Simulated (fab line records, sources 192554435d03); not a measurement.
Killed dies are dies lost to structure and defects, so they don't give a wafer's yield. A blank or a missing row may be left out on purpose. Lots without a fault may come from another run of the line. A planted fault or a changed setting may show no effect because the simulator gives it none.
Chamber matching | flow n5_finfet | N5_MIM_BOT_ETCH_ETCH_04 on rie_diel-04: 4 sister chambers
The step etches SiNx in CF4/O2, target depth 26 nm, time 13 s. 14 wafers are shown with their chamber, then 7 later ones without.

WAFERS WITH THEIR CHAMBER
wafer  | chamber | showerhead_plenum_p_Torr (Torr) | drypump_motor_current_A (A) | rf_vpp_V (V)
L937.3 | 3       | 2.12                            | 5.2                         | 232
L937.5 | 2       | 2.19                            | 6.0                         | 238
L937.6 | 3       | 2.12                            | 5.2                         | 233
L939.2 | 0       | 2.13                            | 5.9                         | 235
L939.4 | 3       | 2.12                            | 5.1                         | 233
L939.5 | 3       | 2.12                            | 5.2                         | 231
L945.2 | 0       | 2.12                            | 5.9                         | 236
L945.4 | 3       | 2.11                            | 5.1                         | 232
L945.6 | 1       | 2.24                            | 5.9                         | 252
L946.3 | 1       | 2.24                            | 5.8                         | 251
L946.4 | 3       | 2.11                            | 5.1                         | 233
L946.6 | 3       | 2.11                            | 5.1                         | 231
L948.2 | 1       | 2.24                            | 5.9                         | 250
L948.4 | 1       | 2.24                            | 5.9                         | 251

SIGNATURES (means of the wafers above)
reading                  | chamber 0 | chamber 1 | chamber 2 | chamber 3 | scatter within a chamber
showerhead_plenum_p_Torr | 2.1250    | 2.2400    | 2.1900    | 2.1157    | 0.00471
drypump_motor_current_A  | 5.900     | 5.875     | 6.000     | 5.143     | 0.0496
rf_vpp_V                 | 235.50    | 251.00    | 238.00    | 232.14    | 0.858
Rule: a wafer's distance from a chamber is the root of the sum, over the readings, of the square of ((its reading less the chamber's mean) divided by the reading's scatter). The wafer belongs to the nearest chamber; if the next one is less than 2 further off, it can't be placed. The scatter: the root of (the sum of the squares of (reading less its chamber's mean) over the shown wafers, divided by (wafers less chambers)).

WAFERS WITHOUT THEIR CHAMBER
wafer  | showerhead_plenum_p_Torr (Torr) | drypump_motor_current_A (A) | rf_vpp_V (V)
L948.6 | 2.12                            | 5.9                         | 234
L953.2 | 2.17                            | 6.0                         | 236
L953.5 | 2.11                            | 5.1                         | 232
L953.6 | 2.17                            | 6.0                         | 236
L957.1 | 2.10                            | 5.1                         | 232
L957.3 | 2.23                            | 5.8                         | 252
L957.4 | 2.17                            | 6.0                         | 237

WHICH CHAMBER EACH WENT THROUGH
wafer  | from the rows above | in truth
L948.6 | 0                   | 0
L953.2 | 2                   | 2
L953.5 | 3                   | 3
L953.6 | 2                   | 2
L957.1 | 3                   | 3
L957.3 | 1                   | 1
L957.4 | 2                   | 2
Placed correctly: 7 of 7. Can't be placed from these rows: 0. Placed wrongly: 0.
